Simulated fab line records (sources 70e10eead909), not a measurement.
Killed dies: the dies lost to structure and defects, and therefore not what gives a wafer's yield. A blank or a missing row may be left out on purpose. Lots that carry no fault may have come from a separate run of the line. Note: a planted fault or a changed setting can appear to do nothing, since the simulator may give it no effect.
Struck lot and sound lot, side by side || flow nand harc || 13 steps out of a route of 1159
Sound: the wafers L611.2, L611.5, L611.6. Wafers struck: L608.1, L608.2, L608.3. At the end, the cause is stated.
For every step that has rows: the tool of each side, followed by ch and its chambers, followed by its first start. Under that, the readings that differ: sound wafers || struck wafers || difference of the means || sigmas: that difference in standard deviations of wafers without a fault.
alike: readings whose means differ by less than 2 such deviations, and words and numbers that are the same on both sides. not compared: withheld readings, readings that some wafer has no value for, bounds like >300 that may hide the same value, and numbers for which the record gives no deviation and whose values overlap.
A row with sigmas, a row that says differs or no value, or rows on one side alone: a step with any of these is where the two part. Numbers that don't overlap but have no deviation are shown without sigmas and don't part them. A reading that every wafer of one side lacks parts them only if that side has two wafers or more.

NHARC_P_CONTACT_CMP_24: polishes, t overpolish 30 s, target thk 200 nm.
  sound on cmp-01 ch 0,2,3, day 9 22:07; struck on cmp-04 ch 0,1,3, day 9 04:49
  alike: motor current A, overpolish run s, time to endpoint s
after that, 1 step had no rows for these wafers: NHARC_P_CONTACT_SRD_26.
NHARC_P_CONTACT_INSPECT_27:
  sound on defect inspect-01 at day 9 22:28; struck on defect inspect-01 at day 9 05:14
  alike: raw defect count
then, 8 steps without rows for these wafers: NHARC_P_M0_DEP_00 (deposits SiOC, target thk 150 nm); NHARC_P_M0_DEHYDRATE_01 (time 120 s); NHARC_P_M0_HMDS_02 (time 30 s); NHARC_P_M0_COAT_33 (time 65 s); NHARC_P_M0_COAT_03 (resist thk 90 nm); NHARC_P_M0_SOFTBAKE_04 (time 55 s); NHARC_P_M0_EBR_05; NHARC_P_M0_EXPOSE_06 (exposes mask P M0, target cd 90 nm).
NHARC_P_M0_PEB_07: peb time 65 s.
  sound on litho track-06 ch 0, day 9 23:19; struck on litho track-01 ch 0, day 9 06:03
{"reading": "heater power total W (W)", "sound": "156.6 156.6 156.7", "struck": "148.7 149.0 148.8", "difference": -7.8, "sigmas": -19}
{"reading": "plate temp C (C)", "sound": "100.20 99.96 100.01", "struck": "96.49 96.57 96.57", "difference": -3.51, "sigmas": -25}
  alike: chill plate temp C
then, 1 step without rows for these wafers: NHARC_P_M0_DEVELOP_08 (develop time 35 s).

WHERE THEY PART
Only at NHARC_P_M0_PEB_07, as far as this record shows.

WHY: the cause the simulator had injected
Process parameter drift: litho track-01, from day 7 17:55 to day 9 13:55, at NHARC_P_M0_PEB_07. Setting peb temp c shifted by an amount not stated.
